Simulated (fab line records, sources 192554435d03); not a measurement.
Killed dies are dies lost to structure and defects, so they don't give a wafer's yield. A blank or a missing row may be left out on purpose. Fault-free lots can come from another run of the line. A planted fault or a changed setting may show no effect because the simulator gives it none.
fab line records | flow n5Finfet
[record] lots = 4 | wafers = 12 | lastDay = 17
route steps=1938 shown BEOL_M4@1099 BEOL_M5@1112 BEOL_M12@1609 PASSIVATION@1936
lots that met no fault: from a run of the same line without faults
startH: hours from the record's first day to the start of the lot's first wafer shown | waitH: hours from the lot's prior step to this one | " unchanged from the row above | L1.1+2: a single row standing in for several wafers | - either no value or no given start | * or withheld: withheld | < > ~ a bound
route shown NAME@n: names a module that has steps shown in the file, with the first one's number in the route | usual: average and standard deviation across the fault-free wafers | same: alike in all rows | chamber/n: place in a boat | sites: each site's reading | _std_site: the values' standard deviation | _edge_site: inner sites' mean taken away from outer sites' mean | radiusMm: for every site, how far away it sits from the centre of the wafer | mask NAME#n: copy n | behind: the last tool/chamber to shape the wafer | hold: reason for holding the lot/hours on hold/outcome of the hold | device: transistor that didn't switch, given as n, p or np | end of line: tests run on the same wafers once the route is complete | a step with no rows: only its recipe | killed: dies lost to structure and defects at the first sort, not the wafer's yield | map: per-die view of a wafer (x killed, . not killed, _ where there is no die)
set.NAME: the setting that was run; set.NAME@STEP: the one run at that earlier step | model.NAME: the simulator's own value behind a step, which no gauge read
certain route steps with their lots: each step a table, each wafer a row
services: from which hour (startH, from the record's first day; less than 0 if before it) a tool's chamber was out of use, for how many hours, and why
[[steps]]
[step N5_BEOL_M4_ANNEAL_95]
[recipe] tempC = 400 | timeS = 240 | ambient = vacuum
[step N5_BEOL_M4_SPUTTER_96]
[recipe] material = Cu | targetThkA = 45 | tempC = -20 | chamberPressurePa = 0.07 | powerW = withheld | timeS = 8.29
[step N5_BEOL_M4_ECD_50]
[recipe] material = Cu | targetThkA = 3000
[step N5_BEOL_M4_ANNEAL_51]
[recipe] tempC = 225 | timeS = 90 | ambient = N2
[step N5_BEOL_M4_CMP_52]
[recipe] stopOn = SiOC | tOverpolishS = 6.8 | downForcePsi = 1 | platenRpm = 50 | clearingPlatenDownForcePsi = 1.5 | clearingPlatenRpm = 50 | postCmpClean = cuAlkaline | targetThkNm = 40 | clearingPlatenPadVelocityMS = 0.99484 | padVelocityMS = 0.99484
[step N5_BEOL_M4_PRE_CLEAN_60]
[recipe] gas = NH3/H2 | timeS = 15 | tempC = * | rfPowerW = 300
[step N5_BEOL_M4_CO_CAP_55]
[recipe] material = Co | targetThkA = 20 | tempC = 200 | precursor = CCTBA/H2 | pressureTorr = 30 | timeS = 102.1
[step N5_BEOL_M4_PRE_CLEAN_56]
[recipe] gas = NH3 | timeS = 15 | tempC = withheld | rfPowerW = 300
[step N5_BEOL_M4_DEP_57]
[recipe] material = SiCN | targetThkA = 80 | tempC = withheld | precursor = 3MS/NH3 | pressureTorr = 3 | rfW = 202 | timeS = 14
[step N5_BEOL_M4_RC_MEAS_101]
[usual] DIBL_N = 36.5/2 | DIBL_P = 36.5/2.3 | IOFF_N = 0.16/0.036 | IOFF_P = 0.21/0.037 | ION_N = 672/12 | ION_P = 459/7.1 | SS_N = 71.6/0.73 | SS_P = 73.4/0.76 | VT_N = 250/3.3 | VT_P = -250.5/2.9
lot.wafer | tool      | chamber | startH | waitH | DIBL_N[mV/V] | DIBL_P[mV/V] | IOFF_N[nA/um] | IOFF_P[nA/um] | ION_N[uA/um] | ION_P[uA/um] | SS_N[mV/dec] | SS_P[mV/dec] | VT_N[mV] | VT_P[mV]
L586.1    | prober-02 | 0       | 201.65 | 0.0   | 36.4         | 34.9         | 0.16          | 0.21          | 673          | 462          | 71.0         | 73.2         | 248      | -249.7
L586.2    | "         | 0       | "      | "     | 36.3         | 34.2         | 0.18          | 0.21          | 690          | 467          | 71.5         | 72.9         | 245      | -250.3
L586.6    | "         | 0       | "      | "     | 38.9         | 37.4         | 0.23          | 0.27          | 687          | 466          | 72.2         | 74.3         | 245      | -246.5
L594.1    | prober-02 | 0       | 257.60 | 0.0   | 40.6         | 41.6         | 0.23          | 0.31          | 680          | 466          | 72.2         | 74.7         | 245      | -246.1
L594.4    | "         | 0       | "      | "     | 40.2         | 39.0         | 0.21          | 0.25          | 649          | 444          | 73.9         | 73.9         | 249      | -250.4
L594.5    | "         | 0       | "      | "     | 37.8         | 38.2         | 0.16          | 0.24          | 648          | 452          | 72.4         | 73.2         | 254      | -251.2
L595.2    | prober-01 | 0       | 263.44 | 0.2   | 35.1         | 37.3         | 0.15          | 0.19          | 672          | 458          | 71.6         | 73.6         | 249      | -253.4
L595.5    | "         | 0       | "      | "     | 35.8         | 37.3         | 0.15          | 0.18          | 661          | 446          | 71.5         | 72.8         | 252      | -254.1
L595.6    | "         | 0       | "      | "     | 32.5         | 34.1         | 0.11          | 0.15          | 664          | 455          | 70.5         | 72.5         | 251      | -255.7
L600.1    | prober-02 | 0       | 297.75 | 0.0   | 35.9         | 35.4         | 0.14          | 0.17          | 673          | 456          | 71.2         | 73.2         | 253      | -256.2
L600.2    | "         | 0       | "      | "     | 36.1         | 36.0         | 0.13          | 0.18          | 663          | 453          | 71.7         | 72.7         | 254      | -255.0
L600.5    | "         | 0       | "      | "     | 37.2         | 37.3         | 0.16          | 0.20          | 682          | 459          | 71.3         | 73.0         | 251      | -253.5
[step N5_BEOL_M5_ILD_DEP_00]
[recipe] material = SiCOH_lowk | targetThkA = 1406.4 | tempC = 300 | precursor = DEMS/porogen | pressureTorr = 5 | rfW = 500 | timeS = 25.9
[step N5_BEOL_M5_CURE_79]
[recipe] tempC = 385 | timeS = 240 | ambient = He/Ar | material = SiCOH_lowk
[step N5_BEOL_M5_PECVD_70]
[recipe] material = SiO2 | targetThkA = 160 | tempC = 400 | precursor = TEOS/O2 | pressureTorr = 5.5 | rfW = 450 | teosFlowSccm = 53.8 | gas = O2 | flowSccm = 3000 | timeS = 18
[step N5_BEOL_M5_HM_DEP_02]
[recipe] material = TiN | targetThkA = 200 | tempC = 25 | chamberPressurePa = 0.49996
[step N5_BEOL_M5_COAT_59]
[recipe] resist = SOC | tempC = 250 | timeS = 60 | spinRpm = 1500 | resistThkNm = 60
[step N5_BEOL_M5_COAT_60]
[recipe] resist = SiARC | tempC = 220 | timeS = 60 | spinRpm = 1500 | resistThkNm = 12
[step N5_BEOL_M5_COAT_71]
[recipe] resist = underlayer | tempC = 205 | timeS = 60 | spinRpm = 1500 | resistThkNm = 5
[step N5_BEOL_M5_COAT_05]
[recipe] resist = CAR-EUV | spinRpm = 1500 | resistThkNm = 30
[step N5_BEOL_M5_EBR_07]
[recipe] solvent = PGMEA | ebrWidthMm = 1.5
[step N5_BEOL_M5_SOFTBAKE_06]
[recipe] tempC = 110 | timeS = 60 | resist = CAR-EUV
[step N5_BEOL_M5_EXPOSE_08]
[recipe] maskId = M5 | na = 0.33 | sourceShape = annular | sigmaInner = 0.4 | sigmaOuter = 0.8 | polarization = unpolarized | targetCdNm = 28 | doseMj = 35.75
[step N5_BEOL_M5_PEB_09]
[recipe] pebTempC = 100 | pebTimeS = 60 | resist = CAR-EUV
[step N5_BEOL_M5_DEVELOP_10]
[recipe] developTimeS = 30 | developer = TMAH | resist = CAR-EUV | rinseLiquid = surfactantRinse | dry = airSpin | devTempC = 23
[step N5_BEOL_M5_DESCUM_16]
[recipe] chemistry = O2 | timeS = 7 | sourcePowerW = 50 | biasPowerW = 20 | pressureMtorr = 20 | rfFrequencyHz = 2.712e+07 | tempC = 40 | resist = CAR-EUV | o2FlowSccm = 225
[step N5_BEOL_M5_ETCH_72]
[recipe] chemistry = N2/H2 | target = underlayer | targetDepthA = 65 | maskMaterial = CAR-EUV | timeS = 5.2 | ionEnergyEv = 200 | pressureMtorr = 30 | sourceW = 840 | biasW = 150 | n2FlowSccm = 200 | h2FlowSccm = 200 | ends = cleared
[step N5_BEOL_M5_ETCH_61]
[recipe] chemistry = CF4 | target = SiARC | targetDepthA = 156 | maskMaterial = CAR-EUV | timeS = 26 | ionEnergyEv = 80 | pressureMtorr = 40 | sourceW = 545 | biasW = 36 | Ar_flow_sccm = 100 | cf4FlowSccm = 100 | ends = cleared
[step N5_BEOL_M5_ETCH_62]
[recipe] chemistry = N2/H2 | target = SOC | targetDepthA = 750 | overetchA = 150 | maskMaterial = SiARC | tempC = 40 | timeS = 112.5 | ionEnergyEv = 200 | pressureMtorr = 30 | sourceW = 840 | biasW = 150 | n2FlowSccm = 200 | h2FlowSccm = 200
[step N5_BEOL_M5_STRIP_63]
[recipe] chemistry = N2/H2 | tempC = 40 | n2FlowSccm = 200 | h2FlowSccm = 200 | rfFrequencyHz = 6e+07
[step N5_BEOL_M5_STRIP_73]
[recipe] chemistry = N2/H2 | tempC = 40 | n2FlowSccm = 200 | h2FlowSccm = 200 | rfFrequencyHz = 6e+07
[step N5_BEOL_M5_STRIP_64]
[recipe] chemistry = CF4 | resist = SiARC | powerW = 300 | biasPowerW = 75 | pressureMtorr = 50 | cf4FlowSccm = 150 | rfFrequencyHz = 6e+07
[step N5_BEOL_M5_HM_OPEN_17]
[recipe] chemistry = Cl2/BCl3 | targetDepthA = 200 | overetchA = 60 | target = TiN | maskMaterial = SOC | ionEnergyEv = 150 | pressureMtorr = 10 | icpW = 1000 | biasW = 126 | Cl2_flow_sccm = 53.25 | bcl3FlowSccm = 21.75 | Ar_flow_sccm = 25
[step N5_BEOL_M5_STRIP_19]
[recipe] chemistry = O2 | powerW = 400 | tempC = 40 | pressureMtorr = 30 | rfFrequencyHz = 6e+07 | biasPowerW = 0 | overashFraction = 0.2 | o2FlowSccm = 225
[step N5_BEOL_M5_COAT_65]
[recipe] resist = SOC | tempC = 250 | timeS = 60 | spinRpm = 1500 | resistThkNm = 60
[step N5_BEOL_M5_COAT_66]
[recipe] resist = SiARC | tempC = 220 | timeS = 60 | spinRpm = 1500 | resistThkNm = 12
[step N5_BEOL_M12_PEB_08]
[recipe] pebTempC = 130 | pebTimeS = 90
[usual] heaterPowerTotalW = 172.4/0.85 | plateTempC = 130.01/0.13
lot.wafer | tool          | chamber | startH | waitH | heaterPowerTotalW | plateTempC
L586.1    | lithoTrack-05 | 0       | 263.15 | 0.1   | 171.7             | 130.08
L586.2    | "             | 0       | "      | "     | 172.1             | 130.00
L586.6    | "             | 0       | "      | "     | 172.5             | 130.25
L594.1    | lithoTrack-05 | 0       | 333.99 | 0.1   | 142.8             | 112.29
L594.4    | "             | 0       | "      | "     | 143.3             | 112.45
L594.5    | "             | 0       | "      | "     | 141.8             | 112.18
L595.2    | lithoTrack-05 | 0       | 344.32 | 0.0   | 141.9             | 112.33
L595.5    | "             | 0       | "      | "     | 142.1             | 112.22
L595.6    | "             | 0       | "      | "     | 141.1             | 112.11
L600.1    | lithoTrack-03 | 0       | 367.68 | 0.1   | 172.8             | 130.00
L600.2    | "             | 0       | "      | "     | 171.3             | 129.86
L600.5    | "             | 0       | "      | "     | 173.8             | 129.92
[step N5_BEOL_M12_CD_MEAS_10]
[recipe] targetCdNm = 140 | landingEnergyEv = 500 | detector = seInlens | polarity = opening
[usual] cdNm = 138.4/2
lot.wafer | tool     | chamber | startH | waitH | cdNm
L586.1    | cdSem-03 | 0       | 263.27 | -     | 137.7
L586.2    | "        | 0       | "      | "     | 140.0
L586.6    | "        | 0       | "      | "     | 139.6
L594.1    | cdSem-02 | 0       | 334.10 | -     | 11.6
L594.4    | "        | 0       | "      | "     | 11.8
L594.5    | "        | 0       | "      | "     | 12.7
L595.2    | cdSem-03 | 0       | 344.44 | -     | 19.8
L595.5    | "        | 0       | "      | "     | 20.5
L595.6    | "        | 0       | "      | "     | 22.9
L600.1    | cdSem-01 | 0       | 367.79 | -     | 139.0
L600.2    | "        | 0       | "      | "     | 136.5
L600.5    | "        | 0       | "      | "     | 140.5
[step N5_BEOL_M12_CD_MEAS_17]
[recipe] targetCdNm = 140 | polarity = opening
[usual] cdNm = 138.8/2.2
lot.wafer | tool     | chamber | startH | waitH | cdNm
L586.1    | cdSem-01 | -       | 263.85 | 0.0   | 138.3
L586.2    | "        | -       | "      | "     | 139.9
L586.6    | "        | -       | "      | "     | 141.7
L594.1    | cdSem-01 | -       | 334.82 | 0.0   | 12.5
L594.4    | "        | -       | "      | "     | 13.0
L594.5    | "        | -       | "      | "     | 12.0
L595.2    | cdSem-02 | -       | 345.02 | 0.0   | 17.7
L595.5    | "        | -       | "      | "     | 20.6
L595.6    | "        | -       | "      | "     | 20.6
L600.1    | cdSem-01 | -       | 368.37 | 0.0   | 140.0
L600.2    | "        | -       | "      | "     | 136.8
L600.5    | "        | -       | "      | "     | 140.7
[step N5_PASSIVATION_PROBE_49]
[usual] defectLimitedYield = 91.4/1.4 | killed_at_M0_to_M3 = 33/11 | killed_at_M4_up = 13/5.3 | killedAtContacts = 13/6.1 | killedAtFrontEnd = 40/11 | killedAtOther = 2.9/2.7 | killedDies = 102/17 | killedOnRim = 14/4.2 | killedOpen = 68/13 | killedShort = 32/7.5 | sort_bin_5_function = 5.1/0.98 | sort_bin_6_memory = 3.2/0.69 | sortNPass = 1077/21 | sortYieldPct = 91.3/1.7
[same] grossDies = 1180 | killedAtBackSide = 0 | sort_bin_4_leakage[%] = 0 | sort_bin_8_speed[%] = 0
lot.wafer | tool      | chamber | startH | waitH | defectLimitedYield[%] | killed_at_M0_to_M3 | killed_at_M4_up | killedAtContacts | killedAtFrontEnd | killedAtOther | killedDies | killedOnRim | killedOpen | killedShort | sort_bin_5_function[%] | sort_bin_6_memory[%] | sortNPass | sortYieldPct[%]
L594.1    | prober-01 | -       | 378.38 | 0.0   | 0                     | 27                 | 1110            | 13               | 30               | 0             | 1180       | 152         | 44         | 32          | 96.9                   | 3.1                  | 0         | 0
L594.4    | prober-01 | -       | 378.53 | 0.2   | 0                     | 28                 | 1091            | 12               | 45               | 4             | 1180       | 152         | 55         | 36          | 96.5                   | 2.8                  | 0         | 0
L594.5    | prober-01 | -       | 378.58 | 0.2   | 0                     | 30                 | 1103            | 11               | 36               | 0             | 1180       | 152         | 55         | 29          | 96.9                   | 2.8                  | 0         | 0
L595.2    | prober-02 | -       | 391.87 | 0.1   | 0                     | 30                 | 1097            | 9                | 37               | 7             | 1180       | 152         | 75         | 22          | 96.4                   | 3.5                  | 0         | 0
L595.5    | prober-02 | -       | 392.02 | 0.2   | 0                     | 54                 | 1059            | 9                | 46               | 12            | 1180       | 152         | 87         | 51          | 94.6                   | 4.7                  | 0         | 0
L595.6    | prober-02 | -       | 392.07 | 0.3   | 0                     | 52                 | 1070            | 11               | 39               | 8             | 1180       | 152         | 75         | 47          | 95.9                   | 3.6                  | 0         | 0
// killed by level:class
L594.1 BEOL_M12:areaPeb=1103 MOL_CONTACT_COAG:geometricParticle:open=11 BEOL_M0_SAQP:geometricParticle:open=8 BEOL_M0_SAQP:geometricParticle:short=8 FIN_SAQP:geometricParticle:open=6 GATE_CUT:geometricParticle:short=6 BEOL_M1:geometricParticle:open=5 ILD0:geometricParticle:short=4
L594.4 BEOL_M12:areaPeb=1087 FIN_SAQP:geometricParticle:open=17 MOL_CONTACT_COAG:geometricParticle:open=11 BEOL_M0_SAQP:geometricParticle:short=8 GATE_CUT:geometricParticle:short=6 BEOL_M0_SAQP:geometricParticle:open=5 STARTING-WAFER:geometricParticle:short=5 FIN_SAQP:geometricParticle:short=4
L594.5 BEOL_M12:areaPeb=1096 MOL_CONTACT_COAG:geometricParticle:open=10 BEOL_M0_SAQP:geometricParticle:open=9 FIN_SAQP:geometricParticle:short=6 FIN_SAQP:geometricParticle:open=5 GATE_CUT:geometricParticle:open=5 BEOL_M0_SAQP:geometricParticle:short=5 BEOL_M2:geometricParticle:open=5
L595.2 BEOL_M12:areaPeb=1079 BEOL_M3:geometricParticle:open=10 MOL_CONTACT_COAG:geometricParticle:open=9 STI_FIN_REVEAL:geometricParticle:open=8 BEOL_M0_SAQP:geometricParticle:open=7 BEOL_M2:geometricParticle:open=6 FIN_SAQP:geometricParticle:open=5 DUMMY_GATE:geometricParticle:open=5
L595.5 BEOL_M12:areaPeb=1042 BEOL_M0_SAQP:geometricParticle:short=13 BEOL_M1:geometricParticle:open=13 BEOL_M3:geometricParticle:open=9 MOL_CONTACT_COAG:geometricParticle:open=8 BEOL_M0_SAQP:geometricParticle:open=8 FIN_SAQP:geometricParticle:short=7 STARTING-WAFER:geometricParticle:open=7
L595.6 BEOL_M12:areaPeb=1058 BEOL_M3:geometricParticle:open=14 STI_FIN_REVEAL:geometricParticle:open=12 BEOL_M0_SAQP:geometricParticle:open=12 BEOL_M0_SAQP:geometricParticle:short=10 MOL_CONTACT_COAG:geometricParticle:open=7 FIN_SAQP:geometricParticle:open=6 FIN_SAQP:geometricParticle:short=6
// map L594.1 (x killed, . not)
_________________xxxxxxxxxxxx________________
______________xxxxxxxxxxxxxxxxxx_____________
___________xxxxxxxxxxxxxxxxxxxxxxxx__________
__________xxxxxxxxxxxxxxxxxxxxxxxxxx_________
________xxxxxxxxxxxxxxxxxxxxxxxxxxxxxx_______
_______xxxxxxxxxxxxxxxxxxxxxxxxxxxxxxxx______
______xxxxxxxxxxxxxxxxxxxxxxxxxxxxxxxxxx_____
_____xxxxxxxxxxxxxxxxxxxxxxxxxxxxxxxxxxxx____
____xxxxxxxxxxxxxxxxxxxxxxxxxxxxxxxxxxxxxx___
___xxxxxxxxxxxxxxxxxxxxxxxxxxxxxxxxxxxxxxxx__
___xxxxxxxxxxxxxxxxxxxxxxxxxxxxxxxxxxxxxxxx__
__xxxxxxxxxxxxxxxxxxxxxxxxxxxxxxxxxxxxxxxxxx_
__xxxxxxxxxxxxxxxxxxxxxxxxxxxxxxxxxxxxxxxxxx_
_xxxxxxxxxxxxxxxxxxxxxxxxxxxxxxxxxxxxxxxxxxxx
_xxxxxxxxxxxxxxxxxxxxxxxxxxxxxxxxxxxxxxxxxxxx
_xxxxxxxxxxxxxxxxxxxxxxxxxxxxxxxxxxxxxxxxxxxx
_xxxxxxxxxxxxxxxxxxxxxxxxxxxxxxxxxxxxxxxxxxxx
_xxxxxxxxxxxxxxxxxxxxxxxxxxxxxxxxxxxxxxxxxxxx
_xxxxxxxxxxxxxxxxxxxxxxxxxxxxxxxxxxxxxxxxxxxx
_xxxxxxxxxxxxxxxxxxxxxxxxxxxxxxxxxxxxxxxxxxxx
_xxxxxxxxxxxxxxxxxxxxxxxxxxxxxxxxxxxxxxxxxxxx
__xxxxxxxxxxxxxxxxxxxxxxxxxxxxxxxxxxxxxxxxxx_
__xxxxxxxxxxxxxxxxxxxxxxxxxxxxxxxxxxxxxxxxxx_
___xxxxxxxxxxxxxxxxxxxxxxxxxxxxxxxxxxxxxxxx__
___xxxxxxxxxxxxxxxxxxxxxxxxxxxxxxxxxxxxxxxx__
____xxxxxxxxxxxxxxxxxxxxxxxxxxxxxxxxxxxxxx___
_____xxxxxxxxxxxxxxxxxxxxxxxxxxxxxxxxxxxx____
______xxxxxxxxxxxxxxxxxxxxxxxxxxxxxxxxxx_____
_______xxxxxxxxxxxxxxxxxxxxxxxxxxxxxxxx______
________xxxxxxxxxxxxxxxxxxxxxxxxxxxxxx_______
__________xxxxxxxxxxxxxxxxxxxxxxxxxx_________
___________xxxxxxxxxxxxxxxxxxxxxxxx__________
______________xxxxxxxxxxxxxxxxxx_____________
_________________xxxxxxxxxxxx________________
// map L595.2 (x killed, . not)
_________________xxxxxxxxxxxx________________
______________xxxxxxxxxxxxxxxxxx_____________
___________xxxxxxxxxxxxxxxxxxxxxxxx__________
__________xxxxxxxxxxxxxxxxxxxxxxxxxx_________
________xxxxxxxxxxxxxxxxxxxxxxxxxxxxxx_______
_______xxxxxxxxxxxxxxxxxxxxxxxxxxxxxxxx______
______xxxxxxxxxxxxxxxxxxxxxxxxxxxxxxxxxx_____
_____xxxxxxxxxxxxxxxxxxxxxxxxxxxxxxxxxxxx____
____xxxxxxxxxxxxxxxxxxxxxxxxxxxxxxxxxxxxxx___
___xxxxxxxxxxxxxxxxxxxxxxxxxxxxxxxxxxxxxxxx__
___xxxxxxxxxxxxxxxxxxxxxxxxxxxxxxxxxxxxxxxx__
__xxxxxxxxxxxxxxxxxxxxxxxxxxxxxxxxxxxxxxxxxx_
__xxxxxxxxxxxxxxxxxxxxxxxxxxxxxxxxxxxxxxxxxx_
_xxxxxxxxxxxxxxxxxxxxxxxxxxxxxxxxxxxxxxxxxxxx
_xxxxxxxxxxxxxxxxxxxxxxxxxxxxxxxxxxxxxxxxxxxx
_xxxxxxxxxxxxxxxxxxxxxxxxxxxxxxxxxxxxxxxxxxxx
_xxxxxxxxxxxxxxxxxxxxxxxxxxxxxxxxxxxxxxxxxxxx
_xxxxxxxxxxxxxxxxxxxxxxxxxxxxxxxxxxxxxxxxxxxx
_xxxxxxxxxxxxxxxxxxxxxxxxxxxxxxxxxxxxxxxxxxxx
_xxxxxxxxxxxxxxxxxxxxxxxxxxxxxxxxxxxxxxxxxxxx
_xxxxxxxxxxxxxxxxxxxxxxxxxxxxxxxxxxxxxxxxxxxx
__xxxxxxxxxxxxxxxxxxxxxxxxxxxxxxxxxxxxxxxxxx_
__xxxxxxxxxxxxxxxxxxxxxxxxxxxxxxxxxxxxxxxxxx_
___xxxxxxxxxxxxxxxxxxxxxxxxxxxxxxxxxxxxxxxx__
___xxxxxxxxxxxxxxxxxxxxxxxxxxxxxxxxxxxxxxxx__
____xxxxxxxxxxxxxxxxxxxxxxxxxxxxxxxxxxxxxx___
_____xxxxxxxxxxxxxxxxxxxxxxxxxxxxxxxxxxxx____
______xxxxxxxxxxxxxxxxxxxxxxxxxxxxxxxxxx_____
_______xxxxxxxxxxxxxxxxxxxxxxxxxxxxxxxx______
________xxxxxxxxxxxxxxxxxxxxxxxxxxxxxx_______
__________xxxxxxxxxxxxxxxxxxxxxxxxxx_________
___________xxxxxxxxxxxxxxxxxxxxxxxx__________
______________xxxxxxxxxxxxxxxxxx_____________
_________________xxxxxxxxxxxx________________
[[services]]
tool          | chamber | startH | hours | kind
lithoTrack-05 | -       | 261.76 | -     | consumableReplace:filter
lithoTrack-05 | -       | 351.11 | -     | consumableReplace:filter
[[key]]
[firstSign] step = N5_BEOL_M12_PEB_08 | reading = plateTempC | direction = down | sigmas = 99+ | usual = * | struck = *
[effect] step = N5_BEOL_M12_PEB_08 | reading = heaterPowerTotalW | direction = down | sigmas = 36 | usual = * | struck = *
[effect] step = N5_BEOL_M12_CD_MEAS_10 | reading = cdNm | direction = down | sigmas = 62 | usual = 138.4 | struck = 16.5 | through = controlLoop
[effect] step = N5_BEOL_M12_CD_MEAS_17 | reading = cdNm | direction = down | sigmas = 56 | usual = 138.8 | struck = 16.1 | through = controlLoop
[effect] step = N5_PASSIVATION_PROBE_49 | reading = killed_at_M4_up | direction = up | sigmas = 99+ | usual = 13 | struck = 1088
[moreKillsBornAt] N5_BEOL_M12_PEB_08@lithoTrack-05 = 6465
metAt N5_BEOL_M12_PEB_08
struckWafers L594.1,L594.4,L594.5,L595.2,L595.5,L595.6
laterRowsLeftOut L594.1,L594.4,L594.5,L595.2,L595.5,L595.6
[loopTrim] step = N5_BEOL_M12_EXPOSE_07 | setting = dose | lots = L595
onsetBetween 263.15 333.99
[fault] kind = processParameterDrift | tool = lithoTrack-05 | chamber = - | onsetH = 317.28 | steps = N5_BEOL_M12_PEB_08 | channel = pebTempC | offset = * | shape = step | endH = 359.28 | actsIn = * | stated = *
// laterRowsLeftOut: the simulator's readings of these wafers behind a module that went badly wrong aren't trusted and aren't shown, but for the sort
// loopTrim: a control loop set the setting to another value than it would have without faults
